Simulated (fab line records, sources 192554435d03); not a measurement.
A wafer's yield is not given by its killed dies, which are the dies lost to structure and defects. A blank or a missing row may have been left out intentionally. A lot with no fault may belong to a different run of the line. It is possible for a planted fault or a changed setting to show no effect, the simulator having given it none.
One fault through the eyes of 2 desks + flow n5-finfet + numbers are kept per desk, each desk with only its own; the story behind them comes last

== FROM THE METROLOGY DESK ==
What the gauges read for every lot (on any tool): the sampled wafers with a number, averaged. Any lot whose mean is over 4 standard deviations away from the usual mean is out of limits and marked OUT; that distance is given in the brackets.
Columns: A = M15_THK at N5_BEOL_M15_THK_MEAS_50, usual 842 nm
| lot  | first seen here | A   |
|------|-----------------|-----|
| L997 | day 10 23:53    | 854 |
| L998 | day 11 20:04    | 858 |
| L100 | day 11 22:19    | 848 |
| L102 | day 12 12:38    | 864 |
| L105 | day 13 04:01    | 855 |
| L103 | day 13 04:07    | 849 |
| L108 | day 14 01:46    | 851 |
| L110 | day 14 13:02    | 823 |
| L109 | day 15 00:49    | 840 |
| L112 | day 15 03:40    | 836 |
| L114 | day 15 18:36    | 849 |
| L120 | day 17 11:35    | 826 |
Result from this desk: across the 12 lots, nothing is out of limits.

== TOOL OWNER'S DESK, rie-si-01 ==
The tool's own readings at N5_PMOS_HMC_CHANNEL_EPI_ETCH_38 (etches SiO2 in CF4, target depth 1.5 nm): means of the sampled wafers that have a number, for each lot that ran on this tool. Any lot whose mean is over 4 standard deviations away from the usual mean is out of limits and marked OUT; that distance is given in the brackets.
Columns: A = drypump-motor-current-A at N5_PMOS_HMC_CHANNEL_EPI_ETCH_38, usual 5.7 A; B = oes-product-au at N5_PMOS_HMC_CHANNEL_EPI_ETCH_38, usual 0.988 a.u.; C = throttle-valve-pct at N5_PMOS_HMC_CHANNEL_EPI_ETCH_38, usual 21.75 %
| lot  | first seen here | A   | B     | C     |
|------|-----------------|-----|-------|-------|
| L997 | day 1 17:41     | 5.8 | 0.976 | 21.73 |
| L998 | day 1 23:41     | 5.9 | 0.972 | 21.82 |
| L108 | day 4 12:09     | 5.3 | 1.003 | 21.67 |
| L109 | day 4 18:52     | 5.3 | 0.991 | 21.73 |
| L112 | day 5 13:30     | 5.5 | 0.997 | 21.79 |
| L114 | day 6 02:14     | 5.5 | 0.995 | 21.80 |
Result from this desk: across the 6 lots, nothing is out of limits.

== ALL TOGETHER ==
Nothing out of limits was seen by the metrology desk.
Nothing out of limits was seen by the tool owner's desk.

== WHAT THE SIMULATOR HAD PUT IN ==
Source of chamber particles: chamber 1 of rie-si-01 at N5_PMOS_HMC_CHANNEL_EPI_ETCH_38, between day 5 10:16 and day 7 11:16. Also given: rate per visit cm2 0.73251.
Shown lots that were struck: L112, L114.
